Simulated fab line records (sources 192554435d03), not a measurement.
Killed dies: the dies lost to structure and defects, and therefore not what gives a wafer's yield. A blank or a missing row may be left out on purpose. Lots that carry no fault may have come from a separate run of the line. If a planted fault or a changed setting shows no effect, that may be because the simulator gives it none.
fab line records	flow n5-finfet
[record] lots = 7	wafers = 21
route steps=1938 shown SD_EPI_N@268 SD_EPI_P@295 HKMG_FIN@392
start-h: hours from the record's first day to the start of the lot's first wafer shown	wait-h: time in hours since the lot's previous step	" the same as in the row above	L1.1+2: one row covering several wafers at once	- no value, or no start given	* or withheld: withheld	< > ~ a bound
route shown NAME@n: names a module that has steps shown in the file, with the first one's number in the route	usual: average and standard deviation across the fault-free wafers	same: alike in all rows	chamber/n: place in a boat	sites: the reading at each site	_std_site: standard deviation across them	_edge_site: outer sites' mean less inner sites'	radius-mm: for every site, how far away it sits from the centre of the wafer	mask NAME#n: copy n	behind: the tool/chamber that last shaped the wafer	hold: cause of the lot's hold/its duration in hours/its outcome	device: names the non-switching transistor (n, p or np)	end of line: tests of these same wafers at the route's end	step lacking rows: just its recipe	killed: at the first sort, the dies lost to defects and structure; wafer yield is something else	map: per-die view of a wafer (x killed, . not killed, _ where there is no die)
set.NAME: the run value of the setting; set.NAME@STEP: its run value at that earlier step	model.NAME: the simulator's own value behind a step, which no gauge read
lots where settings were altered on purpose, with a table for each step and a row for each wafer
[[steps]]
[step N5_SD_EPI_N_PEB_07]
[recipe] peb-temp-c = 110	peb-time-s = 60	resist = CAR-ArF-block
lot.wafer	tool	chamber	start-h	wait-h	set.peb-temp-c
L077.1	litho-track-01	0	69.54	0.1	110
L077.2+4	"	0	"	"	112
L082.1+5	litho-track-04	0	100.29	0.1	110
L082.4	"	0	"	"	112.5
L085.1	litho-track-04	0	117.60	0.1	107.2
L085.3+4	"	0	"	"	110
L086.2	litho-track-01	0	126.12	0.0	110
L086.5+6	"	0	"	"	113.3
L089.1+3+4	litho-track-04	0	137.53	0.1	110
L092.2	litho-track-03	0	158.83	0.0	110
L092.4+6	"	0	"	"	107.7
L094.3+5	litho-track-04	0	169.75	0.0	110
L094.6	"	0	"	"	111.4
[step N5_SD_EPI_N_DEVELOP_08]
[recipe] develop-time-s = 30	developer = TMAH	resist = CAR-ArF-block	dev-temp-c = 23	rinse-liquid = diw	dry = air-spin
[step N5_SD_EPI_N_CD_MEAS_09]
[recipe] target-cd-nm = 120	landing-energy-ev = 500	detector = se-inlens
[usual] cd-nm = 119.7/0.58
lot.wafer	tool	chamber	start-h	wait-h	set.dose-mj@SD_EPI_N_EXPOSE_06	set.peb-temp-c@SD_EPI_N_PEB_07	cd-nm
L077.1	cd-sem-03	0	69.61	-	39.75	110	119.9
L077.2	"	0	"	"	39.75	112	125.4
L077.4	"	0	"	"	39.75	112	125.4
L082.1	cd-sem-03	0	100.36	-	42.73	110	124.8
L082.4	"	0	"	"	42.73	112.5	130.8
L082.5	"	0	"	"	39.75	110	120.4
L085.1	cd-sem-03	0	117.67	-	39.75	107.2	111.0
L085.3	"	0	"	"	40.61	110	119.9
L085.4	"	0	"	"	39.75	110	119.2
L086.2	cd-sem-02	0	126.19	-	39.75	110	119.6
L086.5	"	0	"	"	41.51	113.3	130.8
L086.6	"	0	"	"	41.51	113.3	130.7
L089.1	cd-sem-01	0	137.60	-	39.75	110	119.3
L089.3	"	0	"	"	39.75	110	119.1
L089.4	"	0	"	"	39.75	110	119.6
L092.2	cd-sem-03	0	158.90	-	39.75	110	119.6
L092.4	"	0	"	"	41.93	107.7	116.8
L092.6	"	0	"	"	41.93	107.7	117.1
L094.3	cd-sem-02	0	169.81	-	41.43	110	123.0
L094.5	"	0	"	"	41.43	110	122.9
L094.6	"	0	"	"	39.75	111.4	123.5
[step N5_SD_EPI_N_DESCUM_14]
[recipe] chemistry = O2	time-s = 7.9	source-power-w = 50	bias-power-w = 20	pressure-mtorr = 20	rf-frequency-hz = 2.712e+07	temp-c = 40	resist = CAR-ArF-block	o2-flow-sccm = 225
lot.wafer	tool	chamber	start-h	wait-h	set.dose-mj@SD_EPI_N_EXPOSE_06	set.peb-temp-c@SD_EPI_N_PEB_07	model.SD_EPI_N.cd-nm
L077.1	rie-diel-05	3	69.70	0.0	39.75	110	120
L077.2	"	1	"	"	39.75	112	125.2
L077.4	"	2	"	"	39.75	112	125
L082.1	rie-diel-03	2	101.08	0.7	42.73	110	125.2
L082.4	"	1	"	"	42.73	112.5	130.8
L082.5	"	3	"	"	39.75	110	120.4
L085.1	rie-diel-06	0	118.05	0.3	39.75	107.2	110.8
L085.3	"	1	"	"	40.61	110	120
L085.4	"	0	"	"	39.75	110	119.2
L086.2	rie-diel-06	1	127.15	0.9	39.75	110	119.8
L086.5+6	"	2,3	"	"	41.51	113.3	131
L089.1	rie-diel-06	3	137.69	0.0	39.75	110	119.2
L089.3	"	2	"	"	39.75	110	119
L089.4	"	3	"	"	39.75	110	119.4
L092.2	rie-diel-06	3	159.66	0.7	39.75	110	119.4
L092.4	"	3	"	"	41.93	107.7	117
L092.6	"	0	"	"	41.93	107.7	117.6
L094.3	rie-diel-06	1	170.77	0.9	41.43	110	122.8
L094.5	"	0	"	"	41.43	110	123
L094.6	"	3	"	"	39.75	111.4	123.8
[step N5_SD_EPI_N_ETCH_34]
[recipe] chemistry = CF4	target = SiARC	target-depth-a = 455	mask-material = CAR-ArF-block	time-s = 75.8	ion-energy-ev = 80	pressure-mtorr = 40	source-w = 545	bias-w = 36	Ar_flow_sccm = 100	cf4-flow-sccm = 100	ends = cleared
lot.wafer	tool	chamber	start-h	wait-h	set.dose-mj@SD_EPI_N_EXPOSE_06	set.peb-temp-c@SD_EPI_N_PEB_07	model.SD_EPI_N.cd-nm
L077.1	rie-diel-05	3	69.73	0.0	39.75	110	120
L077.2	"	1	"	"	39.75	112	125.2
L077.4	"	2	"	"	39.75	112	124.8
L082.1	rie-diel-03	2	101.12	0.0	42.73	110	125
L082.4	"	1	"	"	42.73	112.5	130.8
L082.5	"	3	"	"	39.75	110	120.4
L085.1	rie-diel-06	0	118.08	0.0	39.75	107.2	110.8
L085.3	"	1	"	"	40.61	110	120.2
L085.4	"	0	"	"	39.75	110	119.2
L086.2	rie-diel-06	1	127.18	0.0	39.75	110	120
L086.5	"	2	"	"	41.51	113.3	131.2
L086.6	"	3	"	"	41.51	113.3	130.8
L089.1+3	rie-diel-06	3,2	137.73	0.0	39.75	110	119
L089.4	"	3	"	"	39.75	110	119.4
L092.2	rie-diel-06	3	159.70	0.0	39.75	110	119.6
L092.4	"	3	"	"	41.93	107.7	117.2
L092.6	"	0	"	"	41.93	107.7	117.6
L094.3+5	rie-diel-06	1,0	170.80	0.0	41.43	110	122.8
L094.6	"	3	"	"	39.75	111.4	123.8
[step N5_SD_EPI_N_ETCH_35]
[recipe] chemistry = N2/H2	target = SOC	overetch-a = 1080	mask-material = SiARC	temp-c = 40	ion-energy-ev = 100	source-w = 3000	bias-w = 133	pressure-mtorr = 20	time-s = 486	n2-flow-sccm = 200	h2-flow-sccm = 200
lot.wafer	tool	chamber	start-h	wait-h	set.dose-mj@SD_EPI_N_EXPOSE_06	set.peb-temp-c@SD_EPI_N_PEB_07	model.SD_EPI_N.cd-nm
L077.1	rie-diel-05	3	69.79	0.0	39.75	110	119.2
L077.2	"	1	"	"	39.75	112	124.6
L077.4	"	2	"	"	39.75	112	125
L082.1	rie-diel-03	2	101.17	0.0	42.73	110	123.8
L082.4	"	1	"	"	42.73	112.5	130
L082.5	"	3	"	"	39.75	110	120.4
L085.1	rie-diel-06	0	118.14	0.0	39.75	107.2	110.2
L085.3	"	1	"	"	40.61	110	121.4
L085.4	"	0	"	"	39.75	110	119.2
L086.2	rie-diel-06	1	127.24	0.0	39.75	110	120.2
L086.5	"	2	"	"	41.51	113.3	131.4
L086.6	"	3	"	"	41.51	113.3	129.8
L089.1	rie-diel-06	3	137.78	0.0	39.75	110	119.6
L089.3	"	2	"	"	39.75	110	119.4
L089.4	"	3	"	"	39.75	110	120
L092.2	rie-diel-06	3	159.75	0.0	39.75	110	119.6
L092.4	"	3	"	"	41.93	107.7	117
L092.6	"	0	"	"	41.93	107.7	116.6
L094.3	rie-diel-06	1	170.86	0.0	41.43	110	123.6
L094.5	"	0	"	"	41.43	110	123.4
L094.6	"	3	"	"	39.75	111.4	124
[step N5_SD_EPI_N_STRIP_36]
[recipe] chemistry = N2/H2	temp-c = 40	n2-flow-sccm = 200	h2-flow-sccm = 200	rf-frequency-hz = 6e+07
[step N5_SD_EPI_N_ETCHBACK_44]
[recipe] chemistry = CH3F/O2	mode = anisotropic-etchback	target = SiNx	target-depth-a = 145	stop-on = SiO2	over-etch-frac = 0.3	ion-energy-ev = 120	pressure-mtorr = 30	source-w = 395	bias-w = 73	Ar_flow_sccm = 150	CH3F_flow_sccm = 30	O2_flow_sccm = 20
lot.wafer	tool	chamber	start-h	wait-h	set.dose-mj@SD_EPI_N_EXPOSE_06	set.peb-temp-c@SD_EPI_N_PEB_07	model.SD_EPI_N.cd-nm
L077.1	rie-diel-05	3	70.11	0.0	39.75	110	119.2
L077.2	"	1	"	"	39.75	112	124.6
L077.4	"	2	"	"	39.75	112	125
L082.1	rie-diel-03	2	101.50	0.0	42.73	110	123.6
L082.4	"	1	"	"	42.73	112.5	130.2
L082.5	"	3	"	"	39.75	110	120.4
L085.1	rie-diel-06	0	118.46	0.0	39.75	107.2	110.2
L085.3	"	1	"	"	40.61	110	121.4
L085.4	"	0	"	"	39.75	110	119.2
L086.2	rie-diel-06	1	127.56	0.0	39.75	110	120.2
L086.5	"	2	"	"	41.51	113.3	131.4
L086.6	"	3	"	"	41.51	113.3	129.8
L089.1	rie-diel-06	3	138.11	0.0	39.75	110	119.6
L089.3	"	2	"	"	39.75	110	119.4
L089.4	"	3	"	"	39.75	110	119.8
L092.2	rie-diel-06	3	160.08	0.0	39.75	110	119.6
L092.4	"	3	"	"	41.93	107.7	117
L092.6	"	0	"	"	41.93	107.7	116.6
L094.3	rie-diel-06	1	171.18	0.0	41.43	110	123.6
L094.5	"	0	"	"	41.43	110	123.4
L094.6	"	3	"	"	39.75	111.4	124
[step N5_SD_EPI_N_ETCH_45]
[recipe] chemistry = CH3F/O2	target = SiOCN	target-depth-a = 60	mask-material = SOC	ion-energy-ev = 60	bias-w = 29	pressure-mtorr = 15	source-w = 410	Ar_flow_sccm = 150	CH3F_flow_sccm = 30	O2_flow_sccm = 20
lot.wafer	tool	chamber	start-h	wait-h	set.dose-mj@SD_EPI_N_EXPOSE_06	set.peb-temp-c@SD_EPI_N_PEB_07	model.SD_EPI_N.cd-nm
L077.1	rie-diel-05	3	70.21	0.1	39.75	110	119.2
L077.2	"	1	"	"	39.75	112	124.8
L077.4	"	2	"	"	39.75	112	125.2
L082.1	rie-diel-03	2	101.60	0.1	42.73	110	123.6
L082.4	"	1	"	"	42.73	112.5	130
L082.5	"	3	"	"	39.75	110	120.4
L085.1	rie-diel-06	0	118.56	0.1	39.75	107.2	110.2
L085.3	"	1	"	"	40.61	110	121.4
L085.4	"	0	"	"	39.75	110	119.2
L086.2	rie-diel-06	1	127.66	0.1	39.75	110	120.2
L086.5	"	2	"	"	41.51	113.3	131.4
L086.6	"	3	"	"	41.51	113.3	129.8
L089.1	rie-diel-06	3	138.21	0.1	39.75	110	119.6
L089.3	"	2	"	"	39.75	110	119.4
L089.4	"	3	"	"	39.75	110	119.8
L092.2	rie-diel-06	3	160.18	0.1	39.75	110	119.6
L092.4	"	3	"	"	41.93	107.7	117
L092.6	"	0	"	"	41.93	107.7	116.6
L094.3	rie-diel-06	1	171.28	0.1	41.43	110	123.8
L094.5	"	0	"	"	41.43	110	123.4
L094.6	"	3	"	"	39.75	111.4	124
[step N5_SD_EPI_N_ETCH_16]
[recipe] chemistry = CHF3/O2	target = SiO2	target-depth-a = 50	mask-material = SOC	pressure-mtorr = 30	source-w = 650	bias-w = 170	Ar_flow_sccm = 200	CHF3_flow_sccm = 50	O2_flow_sccm = 5	ion-energy-ev = 200
lot.wafer	tool	chamber	start-h	wait-h	set.dose-mj@SD_EPI_N_EXPOSE_06	set.peb-temp-c@SD_EPI_N_PEB_07	model.SD_EPI_N.cd-nm
L077.1	rie-diel-05	3	70.31	0.1	39.75	110	119.2
L077.2	"	1	"	"	39.75	112	124.8
L077.4	"	2	"	"	39.75	112	125.2
L082.1	rie-diel-03	2	101.70	0.1	42.73	110	123.6
L082.4	"	1	"	"	42.73	112.5	130
L082.5	"	3	"	"	39.75	110	120.4
L085.1	rie-diel-06	0	118.66	0.1	39.75	107.2	110.4
L085.3	"	1	"	"	40.61	110	121.4
L085.4	"	0	"	"	39.75	110	119.2
L086.2	rie-diel-06	1	127.76	0.1	39.75	110	120.2
L086.5	"	2	"	"	41.51	113.3	131.4
L086.6	"	3	"	"	41.51	113.3	129.8
L089.1	rie-diel-06	3	138.31	0.1	39.75	110	119.6
L089.3	"	2	"	"	39.75	110	119.4
L089.4	"	3	"	"	39.75	110	119.8
L092.2	rie-diel-06	3	160.28	0.1	39.75	110	119.6
L092.4	"	3	"	"	41.93	107.7	117
L092.6	"	0	"	"	41.93	107.7	116.6
L094.3	rie-diel-06	1	171.38	0.1	41.43	110	123.8
L094.5	"	0	"	"	41.43	110	123.4
L094.6	"	3	"	"	39.75	111.4	124
[step N5_SD_EPI_N_STRIP_47]
[recipe] chemistry = CHF3/O2	resist = SiARC	rf-frequency-hz = 6e+07
[step N5_SD_EPI_N_SD_RECESS_17]
[recipe] chemistry = HBr/Cl2/O2	target-depth-a = 410	mask-material = SOC	time-s = 23.7	bt-time-s = 3	pressure-mtorr = 10	icp-w = 800	bias-w = 112	HBr_flow_sccm = 150	Cl2_flow_sccm = 80	O2_flow_sccm = 12
lot.wafer	tool	chamber	start-h	wait-h	set.dose-mj@SD_EPI_N_EXPOSE_06	set.peb-temp-c@SD_EPI_N_PEB_07	model.SD_EPI_N.cd-nm
L077.1	rie-si-03	1	70.38	0.0	39.75	110	119.2
L077.2	"	0	"	"	39.75	112	124.8
L077.4	"	3	"	"	39.75	112	125.2
L082.1	rie-si-06	0	101.77	0.0	42.73	110	123.6
L082.4	"	2	"	"	42.73	112.5	130
L082.5	"	0	"	"	39.75	110	120.4
L085.1	rie-si-01	2	118.73	0.0	39.75	107.2	110.4
L085.3	"	0	"	"	40.61	110	121.4
L085.4	"	1	"	"	39.75	110	119.2
L086.2	rie-si-01	3	127.83	0.0	39.75	110	120.2
L086.5	"	2	"	"	41.51	113.3	131.4
L086.6	"	3	"	"	41.51	113.3	129.8
L089.1+4	rie-si-06	2,3	138.38	0.0	39.75	110	119.8
L089.3	"	0	"	"	39.75	110	119.4
L092.2	rie-si-03	2	160.35	0.0	39.75	110	119.6
L092.4	"	3	"	"	41.93	107.7	117
L092.6	"	2	"	"	41.93	107.7	116.6
L094.3	rie-si-06	1	171.45	0.0	41.43	110	123.8
L094.5	"	3	"	"	41.43	110	123.4
L094.6	"	0	"	"	39.75	111.4	124.2
[step N5_SD_EPI_P_COAT_34]
[recipe] resist = SOC	temp-c = 250	time-s = 60	spin-rpm = 1500	resist-thk-nm = 350
lot.wafer	tool	chamber	start-h	wait-h	set.spin-rpm	model.SOC_of_SD_EPI_P_COAT_34.thk-nm
L077.1	litho-track-04	0	75.40	0.0	1500	351.2
L077.2	"	0	"	"	1617	338
L077.4	"	0	"	"	1500	350.8
L082.1	litho-track-05	0	105.82	0.0	1500	350.6
L082.4	"	0	"	"	1446	357
L082.5	"	0	"	"	1500	350.2
L085.1	litho-track-04	0	122.02	0.0	1500	349.4
L085.3	"	0	"	"	1500	349.6
L085.4	"	0	"	"	1500	349.8
L086.2	litho-track-05	0	131.14	0.0	1500	351.8
L086.5	"	0	"	"	1500	350.4
L086.6	"	0	"	"	1500	350.2
L089.1	litho-track-04	0	141.82	0.0	1500	349.6
L089.3	"	0	"	"	1500	348.2
L089.4	"	0	"	"	1500	349.8
L092.2	litho-track-05	0	163.66	0.0	1500	350.2
L092.4+6	"	0	"	"	1500	351
L094.3	litho-track-04	0	174.78	0.0	1418	359
L094.5	"	0	"	"	1500	349.8
L094.6	"	0	"	"	1500	349.4
[step N5_SD_EPI_P_COAT_35]
[recipe] resist = SiARC	temp-c = 220	time-s = 60	spin-rpm = 1500	resist-thk-nm = 35
lot.wafer	tool	chamber	start-h	wait-h	set.spin-rpm	model.SiARC_of_SD_EPI_P_COAT_35.thk-nm
L077.1+2+4	litho-track-04	0	-	-	1500	35.2
L082.1	litho-track-05	0	-	-	1403	36.2
L082.4	"	0	"	"	1403	36
L082.5	"	0	"	"	1500	35
L085.1+3	litho-track-04	0	-	-	1582	34.2
L085.4	"	0	"	"	1500	35
L086.2+5	litho-track-05	0	-	-	1500	35
L086.6	"	0	"	"	1624	33.4
L089.1+4	litho-track-04	0	-	-	1500	35
L089.3	"	0	"	"	1500	34.8
L092.2+4+6	litho-track-05	0	-	-	1500	35.2
L094.3+6	litho-track-04	0	-	-	1547	34.4
L094.5	"	0	"	"	1500	35
[step N5_SD_EPI_P_COAT_03]
[recipe] resist = CAR-ArF-block	spin-rpm = 1500	resist-thk-nm = 150
[step N5_SD_EPI_P_EBR_05]
[recipe] solvent = PGMEA	ebr-width-mm = 1.5
[step N5_SD_EPI_P_DESCUM_14]
[recipe] chemistry = O2	time-s = 7.9	source-power-w = 50	bias-power-w = 20	pressure-mtorr = 20	rf-frequency-hz = 2.712e+07	temp-c = 40	resist = CAR-ArF-block	o2-flow-sccm = 225
[step N5_SD_EPI_P_ETCH_36]
[recipe] chemistry = CF4	target = SiARC	target-depth-a = 455	mask-material = CAR-ArF-block	time-s = 75.8	ion-energy-ev = 80	pressure-mtorr = 40	source-w = 545	bias-w = 36	Ar_flow_sccm = 100	cf4-flow-sccm = 100	ends = cleared
lot.wafer	tool	chamber	start-h	wait-h	set.spin-rpm@SD_EPI_P_COAT_35	model.etch.depth-nm	model.CAR-ArF-block_of_SD_EPI_P_COAT_03.thk-nm
L077.1+2	rie-diel-02	0,2	75.77	0.0	1500	35.23	111.4
L077.4	"	1	"	"	1500	35.26	111.4
L082.1	rie-diel-01	2	106.31	0.0	1403	36.21	110.2
L082.4	"	1	"	"	1403	36.09	110.6
L082.5	"	3	"	"	1500	34.95	111.4
L085.1	rie-diel-02	3	122.52	0.0	1582	34.1	112
L085.3	"	2	"	"	1582	34.17	111.2
L085.4	"	0	"	"	1500	35.06	110.4
L086.2	rie-diel-02	3	131.69	0.0	1500	34.92	111.4
L086.5	"	3	"	"	1500	35.01	112
L086.6	"	2	"	"	1624	33.44	113.2
L089.1	rie-diel-01	0	142.69	0.0	1500	35.08	110.2
L089.3	"	2	"	"	1500	34.89	110.4
L089.4	"	1	"	"	1500	34.9	110.8
L092.2	rie-diel-04	3	164.03	0.0	1500	35.17	111.2
L092.4	"	2	"	"	1500	35.19	110.8
L092.6	"	2	"	"	1500	35.21	111.4
L094.3	rie-diel-02	2	175.31	0.0	1547	34.48	111.2
L094.5	"	1	"	"	1500	34.95	111
L094.6	"	2	"	"	1547	34.42	111.2
[step N5_HKMG_FIN_COAT_43]
[recipe] resist = CAR-ArF	spin-rpm = 1500	resist-thk-nm = 90
lot.wafer	tool	chamber	start-h	wait-h	set.spin-rpm	model.CAR-ArF_of_HKMG_FIN_COAT_43.thk-nm
L077.1+4	litho-track-03	0	-	-	1500	89.6
L077.2	"	0	"	"	1500	89.8
L082.1+5	litho-track-04	0	-	-	1348	95.2
L082.4	"	0	"	"	1500	90.4
L085.1	litho-track-04	0	-	-	1442	92
L085.3	"	0	"	"	1500	90
L085.4	"	0	"	"	1500	90.6
L086.2+5+6	litho-track-04	0	-	-	1500	90.4
L089.1	litho-track-03	0	-	-	1500	90.2
L089.3+4	"	0	"	"	1500	90
L092.2	litho-track-04	0	-	-	1597	87.2
L092.4	"	0	"	"	1597	87
L092.6	"	0	"	"	1500	90
L094.3	litho-track-02	0	-	-	1500	90.8
L094.5+6	"	0	"	"	1500	90.4
[step N5_HKMG_FIN_EBR_45]
[recipe] solvent = PGMEA	ebr-width-mm = 1.5
[step N5_HKMG_FIN_SOFTBAKE_44]
[recipe] temp-c = 110	time-s = 60	resist = CAR-ArF
[step N5_HKMG_FIN_EXPOSE_46]
[recipe] mask-id = NDIPOLE	na = 1.35	source-shape = conventional	sigma-outer = 0.8	polarization = unpolarized	dose-mj = 40
[step N5_HKMG_FIN_PEB_47]
[recipe] peb-temp-c = withheld	peb-time-s = 60	resist = CAR-ArF
[step N5_HKMG_FIN_DEVELOP_48]
[recipe] develop-time-s = 30	developer = TMAH	resist = CAR-ArF	rinse-liquid = diw	dry = air-spin	dev-temp-c = 23
lot.wafer	tool	chamber	start-h	wait-h	set.spin-rpm@HKMG_FIN_COAT_43	model.CAR-ArF_of_HKMG_FIN_COAT_43.thk-nm
L077.1+4	litho-track-04	0	-	-	1500	88
L077.2	"	0	"	"	1500	88.2
L082.1	litho-track-03	0	-	-	1348	93.6
L082.4	"	0	"	"	1500	88.6
L082.5	"	0	"	"	1348	93.4
L085.1	litho-track-02	0	-	-	1442	90.4
L085.3	"	0	"	"	1500	88.4
L085.4	"	0	"	"	1500	88.8
L086.2+5+6	litho-track-03	0	-	-	1500	88.6
L089.1	litho-track-03	0	-	-	1500	88.6
L089.3+4	"	0	"	"	1500	88.4
L092.2	litho-track-02	0	-	-	1597	85.6
L092.4	"	0	"	"	1597	85.4
L092.6	"	0	"	"	1500	88.4
L094.3	litho-track-03	0	-	-	1500	89
L094.5+6	"	0	"	"	1500	88.8
[step N5_HKMG_FIN_ETCH_54]
[recipe] chemistry = CF4	target = SiARC	target-depth-a = 455	mask-material = CAR-ArF	time-s = 75.8	ion-energy-ev = 80	pressure-mtorr = 40	source-w = 545	bias-w = 36	Ar_flow_sccm = 100	cf4-flow-sccm = 100	ends = cleared
[usual] etch-rf-on-time-s = 75.5/1.1	rf-vpp-V = 183.7/1.4
lot.wafer	tool	chamber	start-h	wait-h	set.source-w	etch-rf-on-time-s	rf-vpp-V
L077.1	rie-diel-03	1	93.50	0.0	619.3	68.9	177.2
L077.2	"	2	"	"	545	76.3	183.1
L077.4	"	3	"	"	619.3	67.0	176.4
L082.1	rie-diel-03	0	126.74	0.0	606.9	69.4	177.2
L082.4	"	1	"	"	606.9	70.5	177.6
L082.5	"	1	"	"	545	77.6	184.9
L085.1	rie-diel-06	0	140.89	0.0	600	69.7	179.1
L085.3	"	2	"	"	545	75.2	184.2
L085.4	"	3	"	"	545	75.1	182.7
L086.2	rie-diel-06	2	149.83	0.0	545	75.2	183.2
L086.5	"	2	"	"	545	75.5	183.7
L086.6	"	1	"	"	545	73.4	185.2
L089.1	rie-diel-06	1	165.05	0.0	545	73.5	184.9
L089.3	"	3	"	"	545	76.5	184.9
L089.4	"	1	"	"	545	73.9	185.0
L092.2	rie-diel-05	1	181.31	0.0	586.4	71.5	176.8
L092.4	"	1	"	"	545	75.8	182.3
L092.6	"	0	"	"	586.4	70.2	177.0
L094.3	rie-diel-03	3	193.01	0.0	545	75.0	184.7
L094.5	"	1	"	"	545	73.8	183.3
L094.6	"	0	"	"	545	75.9	183.0
[[key]]
[split] step = N5_SD_EPI_N_PEB_07	setting = peb-temp-c	stated = 110	by = wafer
[response] step = N5_SD_EPI_N_CD_MEAS_09	reading = cd-nm	change = +2.99	per = 1%	r = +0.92
[response] step = N5_SD_EPI_N_DESCUM_14	reading = model.SD_EPI_N.cd-nm	change = +2.97	per = 1%	r = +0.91
[response] step = N5_SD_EPI_N_ETCH_35	reading = model.SD_EPI_N.cd-nm	change = +3.06	per = 1%	r = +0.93
[response] step = N5_SD_EPI_N_ETCH_34	reading = model.SD_EPI_N.cd-nm	slope = +2.82	per = 1%	together-with = dose-mj@SD_EPI_N_EXPOSE_06	explained = 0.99
[response] step = N5_SD_EPI_N_ETCHBACK_44	reading = model.SD_EPI_N.cd-nm	slope = +2.94	per = 1%	together-with = dose-mj@SD_EPI_N_EXPOSE_06	explained = 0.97
[response] step = N5_SD_EPI_N_ETCH_45	reading = model.SD_EPI_N.cd-nm	slope = +2.93	per = 1%	together-with = dose-mj@SD_EPI_N_EXPOSE_06	explained = 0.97
[response] step = N5_SD_EPI_N_ETCH_16	reading = model.SD_EPI_N.cd-nm	slope = +2.92	per = 1%	together-with = dose-mj@SD_EPI_N_EXPOSE_06	explained = 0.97
[response] step = N5_SD_EPI_N_SD_RECESS_17	reading = model.SD_EPI_N.cd-nm	slope = +2.93	per = 1%	together-with = dose-mj@SD_EPI_N_EXPOSE_06	explained = 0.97
[split] step = N5_SD_EPI_P_COAT_34	setting = spin-rpm	stated = 1500	by = wafer
[response] step = N5_SD_EPI_P_COAT_34	reading = model.SOC_of_SD_EPI_P_COAT_34.thk-nm	change = -1.7	per = 1%	r = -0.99
[split] step = N5_SD_EPI_P_COAT_35	setting = spin-rpm	stated = 1500	by = wafer
[response] step = N5_SD_EPI_P_COAT_35	reading = model.SiARC_of_SD_EPI_P_COAT_35.thk-nm	change = -0.177	per = 1%	r = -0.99
[response] step = N5_SD_EPI_P_ETCH_36	reading = model.etch.depth-nm	change = -0.18	per = 1%	r = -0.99
[response] step = N5_SD_EPI_P_ETCH_36	reading = model.CAR-ArF-block_of_SD_EPI_P_COAT_03.thk-nm	change = +0.174	per = 1%	r = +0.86
[split] step = N5_HKMG_FIN_COAT_43	setting = spin-rpm	stated = 1500	by = wafer
[response] step = N5_HKMG_FIN_COAT_43	reading = model.CAR-ArF_of_HKMG_FIN_COAT_43.thk-nm	change = -0.464	per = 1%	r = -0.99
[response] step = N5_HKMG_FIN_DEVELOP_48	reading = model.CAR-ArF_of_HKMG_FIN_COAT_43.thk-nm	change = -0.473	per = 1%	r = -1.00
[split] step = N5_HKMG_FIN_ETCH_54	setting = source-w	stated = 545	by = wafer
[response] step = N5_HKMG_FIN_ETCH_54	reading = etch-rf-on-time-s	change = *	per = 1%	r = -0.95
[response] step = N5_HKMG_FIN_ETCH_54	reading = rf-vpp-V	change = -0.541	per = 1%	r = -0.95
split outside-this-file step=N5_SD_EPI_N_EXPOSE_06 setting=dose-mj
// split outside-this-file: this setting was split too, and the file shows its column; the key of that split is in another file
